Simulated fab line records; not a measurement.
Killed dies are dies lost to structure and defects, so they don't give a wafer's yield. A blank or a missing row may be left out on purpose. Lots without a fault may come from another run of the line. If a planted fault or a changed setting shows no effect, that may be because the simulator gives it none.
Problem report, 8D (eight disciplines) form, completed by code | flow nand-harc | the parts of the form that need people (team, actions taken, sign-off) are left out

## 1. WHAT WENT WRONG
At NHARC_P_STI_CD_MEAS_09, cd-nm averages 150.5 nm over 6 wafers from 2 lots, while fault-free wafers read 199.8 nm, standard deviation 2.2. That puts it -22 standard deviations away from the usual mean.
The step: target cd 200 nm.
The first sign was on wafer L905.3 at day 5 18:58, on cd-sem-03. The record holds 42 wafers of 14 lots with a number at this step. Rule for "out" (also "out of limits"): further than 4 standard deviations from the usual mean. Any other wafer with a number is counted as sound.

## 2. WHAT IT IS, WHAT IT ISN'T
question                    | is                     | is not
which readings at this step | cd-nm                  | -
which lots                  | L905, L906             | L898, L899, L900, L909, L910, L911, L912, L915, L917, L918, L919, L920
which wafers of those lots  | all that have a number | -
read on which gauges        | cd-sem-01, cd-sem-03   | cd-sem-02
when                        | from day 5 18:58       | up to then (9 sound wafers); but 27 sound wafers of L909, L910, L911, L912, L915, L917, L918, L919, L920 came after

## 3. WHAT RULES OUT EACH SUSPECT
Counting: a tool at any process step up to the reading remains a suspect when it ran all the lots that are out and ran no sound lot after the first of those.
- the gauge at NHARC_P_STI_CD_MEAS_09 has been ruled out. The wafers that are out were read on 2 gauges (cd-sem-01, cd-sem-03).
- litho-track-07 at NHARC_P_STI_PEB_07 (peb time 80 s): ruled out as a lasting fault. After its first lot that is out, L905 (day 5 18:52), sound lots L920 ran on it.
Left after counting: nothing in the record.

## 4. THE CAUSE (what the simulator had put in)
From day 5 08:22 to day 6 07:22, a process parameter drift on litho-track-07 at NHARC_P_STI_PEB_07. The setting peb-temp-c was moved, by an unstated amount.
It was ruled out by counting, in error; the rule expects a fault to strike all lots run on its tool from its start on, and this fault did not.

## 5. THE CHAIN OF EFFECTS, in route order
Each row: a reading whose mean over the struck wafers that have a number lies more than 3 standard deviations from the usual. Only readings whose record carries a usual standard deviation are examined. hours: median over the lots of the time between each lot's start at the first step of this table that gives one and its start at this step. sigmas: the change, counted in usual standard deviations.
hours | step                   | reading              | usual    | on struck wafers | change | sigmas
0     | NHARC_P_STI_PEB_07     | heater-power-total-W | 189.8 W  | 179.2            | -10.6  | -14
0     | NHARC_P_STI_PEB_07     | plate-temp-C         | 127.98 C | 122.83           | -5.15  | -32
0     | NHARC_P_STI_CD_MEAS_09 | cd-nm                | 199.8 nm | 150.5            | -49.3  | -22
Process steps it contains:
- NHARC_P_STI_PEB_07: peb time 80 s.

## 6. WHAT WOULD HAVE CAUGHT IT SOONER
The first out-of-limits reading at a measuring or inspecting step in this record came at day 5 18:58, 11 hours after the fault's start at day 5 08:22.
The tool's own readings at NHARC_P_STI_PEB_07 were out on every struck wafer that the step has a row for (heater-power-total-W, plate-temp-C): an alarm limit on them would have fired on the first of those.
